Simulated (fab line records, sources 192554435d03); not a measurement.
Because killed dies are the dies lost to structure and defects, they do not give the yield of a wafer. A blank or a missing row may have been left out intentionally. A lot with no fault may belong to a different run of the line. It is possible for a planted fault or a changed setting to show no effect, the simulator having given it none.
Problem report, 8D (eight disciplines) form, completed by code    flow n5Finfet    the parts of the form that need people (team, actions taken, sign-off) are left out

1. THE ISSUE
Mean of thkNm at N5_SD_EPI_N_EPI_MEAS_23: 66.5 nm across 6 wafers in 2 lots; on wafers with no fault it is 59.2 nm (standard deviation 1.2). Measured from the usual mean, that is +6.1 standard deviations.
Seen first at day 6 17:38 on filmMetro-01, wafer L135.2. At this step, 26 wafers from 9 lots have a number in the record. By rule, "out" or "out of limits" means more than 4 standard deviations away from the usual mean. The rest of the wafers with a number are treated as sound.

2. WHAT IT IS, WHAT IT ISN'T
question                     is                      is not
which readings at this step  thkNm                   -
which lots                   L135, L136              L121, L122, L128, L140, L141, L143, L144
which wafers of those lots   all that have a number  -
read on which gauges         filmMetro-01            filmMetro-02
when                         from day 6 17:38        up to then (8 sound wafers); but 12 sound wafers of L140, L141, L143, L144 came after

3. SUSPECTS, AND WHAT RULES EACH OUT
Counting: a tool stays on the suspect list if, at a process step up to the reading, it processed all lots that are out and no sound lot following the first of them.
- the gauge at N5_SD_EPI_N_EPI_MEAS_23 is ruled out. All the wafers that are out were read on filmMetro-01, but those of them that N5_SD_ACTIVATION_RS_MEAS_03 has rows for are out there too, on other tools.
- plasmaAsher-02 at N5_SD_EPI_N_STRIP_38 (strips in N2/H2): ruled out as a lasting fault. Following L135 (day 6 14:59), the first lot on it that is out, the sound lots L140, L141, L143, L144 were run on it.
- epiRpcvd-01 at N5_SD_EPI_N_EPI_21 (deposits Si:P, time 690 s): kept. It processed each lot that is out, first L135 at day 6 16:10, and no sound lot thereafter; up to then, the last sound lot it processed was L122 at day 3 10:12.
Remaining after the count: epiRpcvd-01 at N5_SD_EPI_N_EPI_21.

4. THE CAUSE (what the simulator had put in)
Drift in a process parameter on epiRpcvd-01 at N5_SD_EPI_N_EPI_21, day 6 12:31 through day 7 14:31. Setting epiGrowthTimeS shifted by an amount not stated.
Only this tool survived the counting.

5. THE CHAIN OF EFFECTS, in route order
One row per reading whose mean, taken over the struck wafers that have a number, lies over 3 standard deviations from the usual. Scope: only readings with a usual standard deviation given in the record; hours: median across lots of the time from each lot's start at the first step in this table that gives one to its start at this step; sigmas: change in usual standard deviations.
hours  step                         reading  usual         on struck wafers  change  sigmas
0      N5_SD_EPI_N_EPI_MEAS_23      thkNm    59.2 nm       66.5              +7.3    +6.1
6      N5_SD_ACTIVATION_RS_MEAS_03  RS_SD_N  21.82 ohm/sq  19.48             -2.34   -8.1
114    N5_BEOL_M4_RC_MEAS_101       RS_SD_N  28.3 ohm/sq   25.2              -3.1    -7.4

6. HOW IT WOULD HAVE BEEN CAUGHT EARLIER
In this record the first reading out of limits at a measuring or inspecting step was taken at day 6 17:38, 5 hours after the fault began at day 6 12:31.
Lots out: 2; of these, L136 started N5_SD_EPI_N_EPI_21 on epiRpcvd-01 after day 6 17:38. A hold on the tool at that time would have spared it.
